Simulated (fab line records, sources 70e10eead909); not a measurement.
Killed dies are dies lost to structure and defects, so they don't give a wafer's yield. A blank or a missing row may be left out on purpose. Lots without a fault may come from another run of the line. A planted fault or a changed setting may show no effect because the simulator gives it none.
Chamber matching | flow nand_harc | NHARC_P_BONDPAD_STRIP_15 on rie_diel-07: 4 sister chambers
The step strips in O2. 4 wafers are shown with their chamber, then 12 later ones without.

WAFERS WITH THEIR CHAMBER
wafer  | chamber | showerhead_plenum_p_Torr (Torr)
L086.2 | 2       | 3.30
L092.1 | 3       | 3.40
L092.3 | 0       | 3.72
L092.4 | 1       | 3.51

WAFERS WITHOUT THEIR CHAMBER
wafer  | showerhead_plenum_p_Torr (Torr)
L096.1 | 3.72
L096.4 | 3.29
L096.6 | 3.51
L096.2 | 3.40
L096.3 | 3.51
L096.5 | 3.72
L095.1 | 3.40
L095.2 | 3.51
L095.5 | 3.40
L097.1 | 3.29
L097.3 | 3.72
L097.5 | 3.29

WHICH CHAMBER EACH WENT THROUGH
wafer  | from the rows above | in truth
L096.1 | 0                   | 0
L096.4 | 2                   | 2
L096.6 | 1                   | 1
L096.2 | 3                   | 3
L096.3 | 1                   | 1
L096.5 | 0                   | 0
L095.1 | 3                   | 3
L095.2 | 1                   | 1
L095.5 | 3                   | 3
L097.1 | 2                   | 2
L097.3 | 0                   | 0
L097.5 | 2                   | 2
Placed correctly: 12 of 12. Can't be placed from these rows: 0. Placed wrongly: 0.
How it was worked out, from the rows above alone: a wafer's distance from a chamber is the root of the sum, over the readings, of the square of ((its reading less the chamber's mean) divided by the reading's scatter). The wafer belongs to the nearest chamber; if the next one is less than 2 further off, it can't be placed. A chamber's mean is the mean of its shown wafers. The scatter: with one shown wafer a chamber, the root of the mean of the squares of how far each hidden wafer lies from its nearest shown one.
